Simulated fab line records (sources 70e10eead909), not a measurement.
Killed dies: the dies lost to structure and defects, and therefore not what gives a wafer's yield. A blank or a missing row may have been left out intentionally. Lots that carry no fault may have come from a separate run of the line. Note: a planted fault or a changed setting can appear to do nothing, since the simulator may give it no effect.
fab line records    flow nand-harc
record lots=6  wafers=18  last-day=34
route steps=1302 shown A_STAIRCASE@859 END@1302
lots with no fault: from the same line, run without faults
start-h: the number of hours between the record's first day and the start of the first shown wafer of the lot    wait-h: how many hours have passed since the lot's step before this one    " identical to the entry in the row above    L1.1+2: a row that stands for several wafers    - no value present, or no start provided    * or withheld: withheld    < > ~ a bound
route shown NAME@n: names a module that has steps shown in the file, with the first one's number in the route    usual: mean and standard deviation over wafers with no fault    same: alike in all rows    chamber/n: place in a boat    sites: readings site by site    _std_site: the standard deviation of these    _edge_site: the outer-site mean with the inner-site mean subtracted    radius-mm: for every site, how far away it sits from the centre of the wafer    mask NAME#n: copy n    behind: tool/chamber where the wafer was last shaped    hold: the reason the lot was held/the length of the hold in hours/how it ended    device: names the non-switching transistor (n, p or np)    end of line: the same wafers' tests at the end of the route    a step without rows: its recipe alone    killed: dies that structure and defects cost at the first sort, which is not the same as the wafer's yield    map: dies across one wafer; x = killed, . = not, _ = none there
set.NAME: the setting the step ran with; set.NAME@STEP: the setting that earlier step ran with    model.NAME: the simulator's own value behind a step, which no gauge read
a table for each step, a row for each wafer; lots at some steps of the route
services: when a tool's chamber went out of use (start-h, in hours from the record's first day, below 0 if earlier), for how many hours, and the reason
## steps
# step NHARC_A_STAIRCASE_DEHYDRATE_433
# recipe temp-c=150  time-s=120
# step NHARC_A_STAIRCASE_HMDS_434
# recipe time-s=30
# step NHARC_A_STAIRCASE_COAT_435
# recipe spin-rpm=1200
# step NHARC_A_STAIRCASE_SOFTBAKE_436
# recipe temp-c=135  time-s=170
# step NHARC_A_STAIRCASE_EBR_437
# step NHARC_A_STAIRCASE_EXPOSE_438
# recipe na=0.5  dose-mj=28.97  mask-id=STAIR_REV
# step NHARC_A_STAIRCASE_PEB_439
# recipe peb-temp-c=115  peb-time-s=130
# step NHARC_A_STAIRCASE_DEVELOP_440
# recipe time-s=140
# step NHARC_A_STAIRCASE_HARDBAKE_442
# recipe temp-c=120  time-s=140
# step NHARC_A_STAIRCASE_DESCUM_443
# recipe time-s=3  o2-flow-sccm=200  ar-flow-sccm=0  bias-power-w=0  chemistry=O2
# usual drypump-motor-current-A=5.7/0.5  oes-product-au=1.000/0.011  rf-vpp-V=57.9/0.93  showerhead-plenum-p-Torr=1.94/0.078  throttle-valve-pct=11.311/0.0087
lot.wafer  tool         chamber  start-h  wait-h  drypump-motor-current-A  oes-product-au  rf-hours-counter-h  rf-vpp-V  showerhead-plenum-p-Torr  throttle-valve-pct
L236.3     rie-diel-13  3        502.98   -       6.4                      1.004           51                  57.8      1.81                      11.301
L236.2     "            0        "        "       5.0                      0.991           53                  58.3      2.02                      11.314
L236.5     "            2        "        "       5.1                      1.004           -                   56.8      1.97                      11.311
L238.4     rie-diel-06  0        528.98   -       5.8                      1.014           11                  58.4      1.91                      11.301
L238.2     "            2        "        "       5.2                      1.004           15                  58.4      2.04                      11.311
L238.6     "            1        "        "       5.9                      0.999           -                   58.5      1.94                      11.315
L246.4     rie-diel-06  3        608.35   -       6.4                      0.995           43                  56.9      1.86                      11.317
L246.3     "            0        "        "       5.8                      1.013           42                  56.5      1.90                      11.301
L246.5     "            2        "        "       5.2                      0.997           -                   58.2      2.03                      11.317
L248.1     rie-diel-06  0        639.65   -       5.8                      1.018           47                  58.2      1.90                      11.320
L248.3     "            1        "        "       5.9                      0.993           47                  56.8      1.93                      11.315
L248.2     "            3        "        "       6.4                      0.990           47                  58.0      1.85                      11.317
L249.4     rie-diel-13  0        650.04   -       5.1                      0.991           41                  57.4      2.01                      11.302
L249.1     "            2        "        "       5.1                      0.981           38                  59.7      1.96                      11.296
L249.5     "            1        "        "       5.3                      0.990           -                   57.4      1.92                      11.310
L250.2     rie-diel-13  1        660.07   -       5.4                      0.977           41                  57.7      1.92                      11.306
L250.1     "            3        "        "       6.4                      0.993           46                  56.8      1.79                      11.321
L250.6     "            0        "        "       5.0                      0.988           -                   58.9      2.00                      11.313
# step NHARC_A_STAIRCASE_ETCH_444
# recipe target-depth-a=2.04e+05  time-s=6800  c4f8-flow-sccm=20  o2-flow-sccm=10  ar-flow-sccm=withheld  rf-w=600  bias-w=1000  chemistry=C4F8/O2
# usual oes-product-au=0.929/0.014  rf-fwd-power-W=599.8/1.9  rf-vpp-V=808/4.6
lot.wafer  tool         chamber  start-h  wait-h  oes-product-au  rf-fwd-power-W  rf-hours-counter-h  rf-vpp-V
L236.3     rie-diel-13  1        503.04   0.1     0.925           603.7           51                  807
L236.2     "            0        504.44   1.4     0.909           596.8           53                  813
L236.5     "            2        "        "       0.934           599.6           -                   810
L238.4     rie-diel-06  3        529.20   0.2     0.951           600.6           13                  803
L238.2     "            2        530.62   1.6     0.950           598.7           16                  813
L238.6     "            0        "        "       0.939           598.2           -                   806
L246.4     rie-diel-06  2        608.90   0.5     0.694           356.5           38                  814
L246.3     "            3        "        "       0.710           360.1           44                  804
L246.5     "            2        610.80   2.4     0.704           357.4           -                   814
L248.1     rie-diel-06  2        639.73   0.1     0.700           361.7           45                  815
L248.2     "            3        "        "       0.713           359.9           48                  804
L248.3     "            1        "        "       0.706           359.9           48                  808
L249.1     rie-diel-13  0        650.65   0.6     0.909           600.8           42                  812
L249.4     "            2        "        "       0.917           599.8           39                  810
L249.5     "            0        "        "       0.923           598.5           -                   812
L250.1     rie-diel-13  3        661.12   1.0     0.916           599.9           47                  800
L250.2     "            0        "        "       0.922           599.3           48                  813
L250.6     "            1        "        "       0.913           598.3           -                   809
# step NHARC_END_SORT_01
# recipe temp-c=25
# usual killed-at-array=51/18  killed-at-other=1.0/1.2  killed-at-periphery=3.7/2.9  killed-dies=55/19  killed-open=3.5/1.9  killed-short=2.6/1.6
# same gross-dies=677
lot.wafer  tool       chamber  start-h  wait-h  killed-at-array  killed-at-other  killed-at-periphery  killed-dies  killed-open  killed-short
L236.2     prober-01  0        630.71   2.8     65               0                3                    68           7            5
L236.3     prober-01  0        631.50   3.1     70               0                3                    73           5            1
L236.5     prober-01  0        633.08   3.7     57               1                1                    59           3            2
# killed by level:class
L236.2 A_CHANNEL_HOLE_D1:chamber-film-flake=25 A_CHANNEL_HOLE_D2:chamber-film-flake=21 A_ONON_D2:geometric-particle:short=3 A_WL_FILL:chamber-film-flake=3 A_CHANNEL_FILL_D1:geometric-particle:open=2 A_M0:geometric-particle:open=2 A_STAIRCASE:chamber-film-flake=2 A_ONON_D1:geometric-particle:open=1
L236.3 A_CHANNEL_HOLE_D1:chamber-film-flake=30 A_CHANNEL_HOLE_D2:chamber-film-flake=23 A_WL_FILL:chamber-film-flake=5 A_BLC:geometric-particle:open=2 A_CHANNEL_FILL_D1:chamber-film-flake=2 A_SLIT:chamber-film-flake=2 A_STAIRCASE:chamber-film-flake=2 A_CONTACT:chamber-film-flake=2
L236.5 A_CHANNEL_HOLE_D1:chamber-film-flake=34 A_CHANNEL_HOLE_D2:chamber-film-flake=16 A_ONON_D2:geometric-particle:open=1 A_WL_FILL:geometric-particle:open=1 A_BLC:geometric-particle:open=1 A_M0:geometric-particle:short=1 P_ZERO_WELL:chamber-film-flake=1 STARTING-WAFER:geometric-particle:short=1
## services
tool         chamber  start-h  hours  kind
rie-diel-06  -        484.85   9.0    pm
rie-diel-06  0        484.85   9.0    vent-cycle
rie-diel-06  1        484.85   9.0    vent-cycle
rie-diel-06  2        484.85   9.0    vent-cycle
rie-diel-06  3        484.85   9.0    vent-cycle
rie-diel-06  0        493.85   -      clean
rie-diel-06  1        493.85   -      clean
rie-diel-06  1        493.85   -      consumable-replace:focus-ring
rie-diel-06  2        493.85   -      clean
rie-diel-06  3        493.85   -      clean
rie-diel-13  0        502.80   -      clean
rie-diel-13  1        502.80   -      clean
rie-diel-13  2        502.80   -      clean
rie-diel-13  3        502.80   -      clean
rie-diel-06  0        518.37   -      clean
rie-diel-06  1        518.37   -      clean
rie-diel-06  2        518.37   -      clean
rie-diel-06  3        518.37   -      clean
rie-diel-13  -        520.51   9.0    pm
rie-diel-13  0        520.51   9.0    vent-cycle
rie-diel-13  1        520.51   9.0    vent-cycle
rie-diel-13  2        520.51   9.0    vent-cycle
rie-diel-13  1        534.71   5.6    repair
rie-diel-06  -        614.35   17.7   repair
## key
first-sign step=NHARC_A_STAIRCASE_ETCH_444  reading=rf-fwd-power-W  direction=down  sigmas=99+  usual=*  struck=*
effect step=NHARC_A_STAIRCASE_ETCH_444  reading=oes-product-au  direction=down  sigmas=16  usual=0.929  struck=0.705
met-at NHARC_A_STAIRCASE_ETCH_444
struck-wafers L246.3,L246.4,L246.5,L248.1,L248.2,L248.3
tester-left-out L246,L248
onset-between 529.20 608.90
fault kind=process-parameter-drift  tool=rie-diel-06  chamber=-  onset-h=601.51  steps=NHARC_A_STAIRCASE_ETCH_444  channel=rf-w  offset=*  shape=step  end-h=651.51  acts-in=*  stated=*
# tester-left-out: of these lots the tester's yield and bins aren't shown, on N5 and GAA mostly nor the transistor test; their killed dies are dies lost to structure and defects alone, not to doping, threshold or leakage, so they don't give the yield
